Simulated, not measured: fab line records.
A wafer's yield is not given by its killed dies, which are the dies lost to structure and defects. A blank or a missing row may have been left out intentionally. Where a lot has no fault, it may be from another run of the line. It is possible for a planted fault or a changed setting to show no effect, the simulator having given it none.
Matching of chambers || flow n5Finfet || N5_BEOL_M2_ALD_98 on aldSin-04 has 4 sister chambers
The step deposits SiO2, target thk 2.5 nm, pulse time 1 s, co reactant pulse time 1 s. 8 wafers are shown with their chamber, then 12 later ones without.

== WAFERS PAIRED WITH THEIR CHAMBERS ==
{"wafer": "L085.2", "chamber": 2, "heaterPowerW (W)": 83, "precursorPulseHeightRel": 1.012}
{"wafer": "L084.4", "chamber": 3, "heaterPowerW (W)": 78, "precursorPulseHeightRel": 0.995}
{"wafer": "L088.1", "chamber": 1, "heaterPowerW (W)": 72, "precursorPulseHeightRel": 1.008}
{"wafer": "L088.2", "chamber": 2, "heaterPowerW (W)": 83, "precursorPulseHeightRel": 0.988}
{"wafer": "L088.3", "chamber": 3, "heaterPowerW (W)": 81, "precursorPulseHeightRel": 0.989}
{"wafer": "L088.4", "chamber": 0, "heaterPowerW (W)": 86, "precursorPulseHeightRel": 1.004}
{"wafer": "L088.5", "chamber": 0, "heaterPowerW (W)": 89, "precursorPulseHeightRel": 0.982}
{"wafer": "L088.6", "chamber": 1, "heaterPowerW (W)": 73, "precursorPulseHeightRel": 0.976}

== WAFERS WHOSE CHAMBER IS MISSING ==
{"wafer": "L089.4", "heaterPowerW (W)": 81, "precursorPulseHeightRel": 0.986}
{"wafer": "L089.5", "heaterPowerW (W)": 80, "precursorPulseHeightRel": 1.020}
{"wafer": "L089.6", "heaterPowerW (W)": 82, "precursorPulseHeightRel": 0.985}
{"wafer": "L090.1", "heaterPowerW (W)": 81, "precursorPulseHeightRel": 1.030}
{"wafer": "L090.3", "heaterPowerW (W)": 80, "precursorPulseHeightRel": 0.989}
{"wafer": "L090.5", "heaterPowerW (W)": 71, "precursorPulseHeightRel": 0.989}
{"wafer": "L093.2", "heaterPowerW (W)": 82, "precursorPulseHeightRel": 1.028}
{"wafer": "L093.3", "heaterPowerW (W)": 80, "precursorPulseHeightRel": 1.010}
{"wafer": "L093.5", "heaterPowerW (W)": 70, "precursorPulseHeightRel": 1.013}
{"wafer": "L094.1", "heaterPowerW (W)": 82, "precursorPulseHeightRel": 1.005}
{"wafer": "L094.5", "heaterPowerW (W)": 90, "precursorPulseHeightRel": 0.989}
{"wafer": "L094.6", "heaterPowerW (W)": 71, "precursorPulseHeightRel": 0.979}

== WHICH CHAMBER EACH WENT THROUGH ==
{"wafer": "L089.4", "from the rows above": "can't be placed: 3 or 2", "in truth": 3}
{"wafer": "L089.5", "from the rows above": "can't be placed: 3 or 2", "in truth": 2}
{"wafer": "L089.6", "from the rows above": "can't be placed: 2 or 3", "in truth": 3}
{"wafer": "L090.1", "from the rows above": "can't be placed: 2 or 3", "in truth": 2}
{"wafer": "L090.3", "from the rows above": "can't be placed: 3 or 2", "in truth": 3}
{"wafer": "L090.5", "from the rows above": 1, "in truth": 1}
{"wafer": "L093.2", "from the rows above": "can't be placed: 2 or 3", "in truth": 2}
{"wafer": "L093.3", "from the rows above": "can't be placed: 3 or 2", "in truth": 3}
{"wafer": "L093.5", "from the rows above": 1, "in truth": 1}
{"wafer": "L094.1", "from the rows above": "can't be placed: 2 or 3", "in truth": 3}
{"wafer": "L094.5", "from the rows above": 0, "in truth": 0}
{"wafer": "L094.6", "from the rows above": 1, "in truth": 1}
Correct placement for 4 of the 12. Can't be placed from these rows: 8 (the true chamber is among the candidates in 8). Number placed wrongly: 0.
How it was worked out, from the rows above alone: a wafer's distance from a chamber is the root of the sum, over the readings, of the square of ((its reading less the chamber's mean) divided by the reading's scatter). If the next closest chamber is less than 2 further off than the closest, the wafer can't be placed; otherwise it belongs to the closest. Each chamber's mean is taken over the wafers shown for it. The scatter: the root of (the sum of the squares of (reading less its chamber's mean) over the shown wafers, divided by (wafers less chambers)).
